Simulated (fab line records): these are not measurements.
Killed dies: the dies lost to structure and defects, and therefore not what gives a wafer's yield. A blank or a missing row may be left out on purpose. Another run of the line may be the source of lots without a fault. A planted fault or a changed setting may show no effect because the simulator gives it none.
The tool behind it: which one? | flow n5-finfet | 12 lots with 34 wafers sampled at 4 steps, on a route of 1938 steps

== WHAT THE GAUGES SHOWED, per wafer ==
No reading from a measuring or inspecting step in the record can be judged against a usual standard deviation.

== WHAT TOOL EACH LOT RAN ON (gives the tool, then ch and the chambers of the sampled wafers, and finally the start) ==
lot  | N5_BEOL_M9_STRIP_67                | N5_BEOL_M9_PRE_CLEAN_45      | N5_BEOL_M9_PRE_CLEAN_55         | N5_BEOL_M10_CURE_71
L634 | rie-diel-05 ch 0,3, day 11 05:48   | pvd-sputter-03, day 11 08:18 | pecvd-01 ch 1,2, day 11 12:26   | uv-cure-01 ch 1, day 11 12:50
L635 | rie-diel-05 ch 0,3, day 11 11:01   | pvd-sputter-03, day 11 13:28 | pecvd-01 ch 0,1,2, day 11 16:36 | uv-cure-03 ch 0, day 11 17:00
L641 | rie-diel-04 ch 1,2,3, day 11 18:30 | pvd-sputter-02, day 11 21:15 | pecvd-03 ch 0,1,2, day 12 00:13 | uv-cure-02 ch 2, day 12 01:16
L642 | rie-diel-05 ch 1,3, day 11 19:40   | pvd-sputter-02, day 11 21:47 | pecvd-01 ch 0,1, day 12 01:50   | uv-cure-02 ch 0, day 12 02:31
L637 | rie-diel-05 ch 1,2,3, day 11 20:25 | pvd-sputter-03, day 12 00:46 | pecvd-03 ch 0,1, day 12 02:55   | uv-cure-02 ch 0, day 12 03:09
L640 | rie-diel-02 ch 1,2, day 12 01:49   | pvd-sputter-01, day 12 04:01 | pecvd-02 ch 1,2, day 12 05:31   | uv-cure-01 ch 1, day 12 06:14
L638 | rie-diel-05 ch 0,1,3, day 13 01:57 | pvd-sputter-02, day 13 04:41 | pecvd-01 ch 1,2, day 13 06:14   | uv-cure-03 ch 1, day 13 06:28
L643 | rie-diel-02 ch 0,1,2, day 13 05:13 | pvd-sputter-03, day 13 11:41 | pecvd-02 ch 0,2, day 13 13:12   | uv-cure-03 ch 2, day 13 13:37
L645 | rie-diel-05 ch 1,2,3, day 13 08:56 | pvd-sputter-03, day 13 12:34 | pecvd-03 ch 0,1, day 13 14:46   | uv-cure-01 ch 0, day 13 15:07
L647 | rie-diel-02 ch 0,1,2, day 14 11:26 | pvd-sputter-01, day 14 14:39 | pecvd-03 ch 0,1,2, day 14 16:08 | uv-cure-03 ch 1, day 14 16:52
L652 | rie-diel-02 ch 0,3, day 15 05:42   | pvd-sputter-02, day 15 07:32 | pecvd-01 ch 0,1,2, day 15 09:10 | uv-cure-02 ch 1, day 15 09:29
L657 | rie-diel-04 ch 2,3, day 16 11:08   | pvd-sputter-02, day 16 13:28 | pecvd-03 ch 0,1,2, day 16 14:55 | uv-cure-02 ch 1, day 16 15:14
- N5_BEOL_M9_STRIP_67: strips in CF4.
- N5_BEOL_M9_PRE_CLEAN_45: time 30 s.
- N5_BEOL_M9_PRE_CLEAN_55: time 15 s.
- N5_BEOL_M10_CURE_71: cures SiCOH lowk, time 240 s.

== WHAT THE TOOLS THEMSELVES READ (means of the sampled wafers that have a number; where no wafer has one, the mark that the record gives instead) ==
N5_BEOL_M9_STRIP_67. Usual: drypump-motor-current-A 5.6 A, standard deviation 0.35; oes-product-au 0.80 a.u., standard deviation 0.089; rf-vpp-V 271.3 V, standard deviation 1.4; showerhead-plenum-p-Torr 1.80 Torr, standard deviation 0.056; throttle-valve-pct 13.54 %, standard deviation 0.26.
lot  | tool        | drypump-motor-current-A (A) | oes-product-au (a.u.) | rf-vpp-V (V) | showerhead-plenum-p-Torr (Torr) | throttle-valve-pct (%) | flag
L634 | rie-diel-05 | 6.0                         | 0.86                  | 272.7        | 1.86                            | 13.53                  |
L635 | rie-diel-05 | 6.0                         | 0.85                  | 271.9        | 1.86                            | 13.53                  |
L641 | rie-diel-04 | 5.7                         | 0.77                  | 271.0        | 1.77                            | 13.61                  |
L642 | rie-diel-05 | 5.7                         | 0.88                  | 273.0        | 1.87                            | 13.47                  |
L637 | rie-diel-05 | 5.8                         | 0.82                  | 272.1        | 1.84                            | 13.47                  |
L640 | rie-diel-02 | 5.8                         | 0.94                  | 271.8        | 1.83                            | 13.11                  |
L638 | rie-diel-05 | 5.6                         | 0.82                  | 271.8        | 1.84                            | 13.55                  |
L643 | rie-diel-02 | 5.6                         | 0.84                  | 271.4        | 1.79                            | 13.38                  |
L645 | rie-diel-05 | 5.8                         | 0.81                  | 270.9        | 1.84                            | 13.48                  |
L647 | rie-diel-02 | 5.6                         | 0.83                  | 270.7        | 1.79                            | 13.40                  |
L652 | rie-diel-02 | 5.4                         | 0.80                  | 270.6        | 1.74                            | 13.66                  |
L657 | rie-diel-04 | 5.6                         | 0.90                  | 272.9        | 1.85                            | 13.44                  |

N5_BEOL_M9_PRE_CLEAN_45. Usual: 338 W for heater-power-w, sd 30.
lot  | tool           | heater-power-w (W) | flag
L634 | pvd-sputter-03 | 364                |
L635 | pvd-sputter-03 | 350                |
L641 | pvd-sputter-02 | 330                |
L642 | pvd-sputter-02 | 316                |
L637 | pvd-sputter-03 | 357                |
L640 | pvd-sputter-01 | 293                |
L638 | pvd-sputter-02 | 318                |
L643 | pvd-sputter-03 | 349                |
L645 | pvd-sputter-03 | 348                |
L647 | pvd-sputter-01 | 321                |
L652 | pvd-sputter-02 | 315                |
L657 | pvd-sputter-02 | 335                |

N5_BEOL_M9_PRE_CLEAN_55. Usual: 295.3 W for rf-fwd-power-W, sd 1.3.
lot  | tool     | rf-fwd-power-W (W) | flag
L634 | pecvd-01 | 295.9              |
L635 | pecvd-01 | 294.9              |
L641 | pecvd-03 | 296.3              |
L642 | pecvd-01 | 294.8              |
L637 | pecvd-03 | 295.4              |
L640 | pecvd-02 | 295.9              |
L638 | pecvd-01 | 295.0              |
L643 | pecvd-02 | 293.9              |
L645 | pecvd-03 | 296.6              |
L647 | pecvd-03 | 295.7              |
L652 | pecvd-01 | 290.5              | OFF
L657 | pecvd-03 | 295.4              |

N5_BEOL_M10_CURE_71. Usual: lamp-power-pct 52.31 %, standard deviation 0.055; wafer_temp_C_max 387.1, standard deviation 0.65.
lot  | tool       | lamp-power-pct (%) | wafer_temp_C_max | flag
L634 | uv-cure-01 | 52.27              | 386.3            |
L635 | uv-cure-03 | 52.32              | 386.4            |
L641 | uv-cure-02 | 52.33              | 386.9            |
L642 | uv-cure-02 | 52.35              | 387.8            |
L637 | uv-cure-02 | 52.31              | 387.5            |
L640 | uv-cure-01 | 52.18              | 386.4            |
L638 | uv-cure-03 | 52.30              | 387.6            |
L643 | uv-cure-03 | 52.30              | 387.2            |
L645 | uv-cure-01 | 52.39              | 387.0            |
L647 | uv-cure-03 | 52.30              | 387.7            |
L652 | uv-cure-02 | 52.28              | 387.1            |
L657 | uv-cure-02 | 52.37              | 386.4            |

== THE ANSWER, worked out from the rows above alone ==
Rule: a lot is off if the mean of its wafers that have a number lies more than 3 standard deviations from the usual mean. A lot without any number at a reading at which 4 lots or more have one is off too. The other lots that the step has rows for count as sound. The gauges are gone through in route order, then the tools' own readings, and for those a lot's mean is taken as printed above. The first step at which some lot is off is used, and at that step the reading that is off furthest; a lot without a number counts as furthest.
Off, at N5_BEOL_M9_PRE_CLEAN_55 on rf-fwd-power-W: L652.
If a tool, at that step or one of the process steps before it, ran each lot that is off and ran no sound lot following the first of them, it fits. 2 tools fit, rie-diel-02 at N5_BEOL_M9_STRIP_67 and pecvd-01 at N5_BEOL_M9_PRE_CLEAN_55, so this cannot tell which one it is.

== WHAT THE SIMULATOR PUT IN ==
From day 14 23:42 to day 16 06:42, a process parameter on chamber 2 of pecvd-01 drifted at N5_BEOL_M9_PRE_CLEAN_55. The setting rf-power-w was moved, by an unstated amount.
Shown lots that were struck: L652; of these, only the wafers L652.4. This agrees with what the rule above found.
